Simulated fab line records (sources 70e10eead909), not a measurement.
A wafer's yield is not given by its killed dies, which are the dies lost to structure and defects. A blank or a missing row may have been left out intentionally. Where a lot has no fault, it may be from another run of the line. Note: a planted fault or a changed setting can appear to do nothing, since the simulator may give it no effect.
Matching of chambers + flow nand-harc + pecvd-04 running NHARC_P_M0_PRE_CLEAN_31: 3 sister chambers
The step time 12 s. 18 wafers are shown with their chamber, then 9 later ones without.

WAFERS PAIRED WITH THEIR CHAMBERS
| wafer  | chamber | heater-power-w (W) | heater-power-outer-w (W) |
|--------|---------|--------------------|--------------------------|
| L077.1 | 2       | 635                | 344                      |
| L077.3 | 0       | 597                | 366                      |
| L077.5 | 1       | 586                | 328                      |
| L078.2 | 2       | 684                | 368                      |
| L078.5 | 1       | 591                | 330                      |
| L078.6 | 0       | 571                | 370                      |
| L081.2 | 2       | 677                | 367                      |
| L081.3 | 1       | 550                | 305                      |
| L081.4 | 1       | 553                | 300                      |
| L082.2 | 2       | 690                | 379                      |
| L082.3 | 0       | 591                | 358                      |
| L082.6 | 2       | 676                | 390                      |
| L085.3 | 0       | 514                | 332                      |
| L085.4 | 1       | 498                | 269                      |
| L085.5 | 0       | 507                | 322                      |
| L088.1 | 0       | 548                | 359                      |
| L088.3 | 0       | 553                | 348                      |
| L088.6 | 0       | 529                | 351                      |

SIGNATURES, as means of the wafers listed above
| reading              | chamber 0 | chamber 1 | chamber 2 | scatter within a chamber |
|----------------------|-----------|-----------|-----------|--------------------------|
| heater-power-w       | 551.25    | 555.60    | 672.40    | 32                       |
| heater-power-outer-w | 350.75    | 306.40    | 369.60    | 19.2                     |
Rule: distance of a wafer from a chamber = root of the sum over the readings of ((wafer's reading minus chamber's mean) / reading's scatter) squared. The wafer belongs to the nearest chamber; if the next one is less than 2 further off, it can't be placed. The scatter: take each reading less its chamber's mean, square it, sum over the shown wafers, divide by the number of wafers less the number of chambers, and take the root.

WAFERS WITHOUT THEIR CHAMBER
| wafer  | heater-power-w (W) | heater-power-outer-w (W) |
|--------|--------------------|--------------------------|
| L091.2 | 521                | 334                      |
| L091.3 | 514                | 330                      |
| L091.4 | 535                | 300                      |
| L092.2 | 594                | 334                      |
| L092.4 | 512                | 334                      |
| L092.5 | 591                | 335                      |
| L093.3 | 533                | 324                      |
| L093.4 | 505                | 337                      |
| L093.6 | 600                | 323                      |

WHICH CHAMBER EACH ONE RAN IN
| wafer  | from the rows above          | in truth |
|--------|------------------------------|----------|
| L091.2 | can't be placed: 0 or 1      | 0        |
| L091.3 | can't be placed: 0 or 1      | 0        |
| L091.4 | can't be placed: 1 or 0      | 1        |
| L092.2 | can't be placed: 0 or 1 or 2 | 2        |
| L092.4 | can't be placed: 0 or 1      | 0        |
| L092.5 | can't be placed: 0 or 1 or 2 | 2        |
| L093.3 | can't be placed: 1 or 0      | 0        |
| L093.4 | can't be placed: 0 or 1      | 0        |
| L093.6 | can't be placed: 1 or 0 or 2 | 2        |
0 of 9 placed correctly. Unplaceable from these rows: 9, with the true chamber sitting among the candidates in 9. 0 placed wrongly.
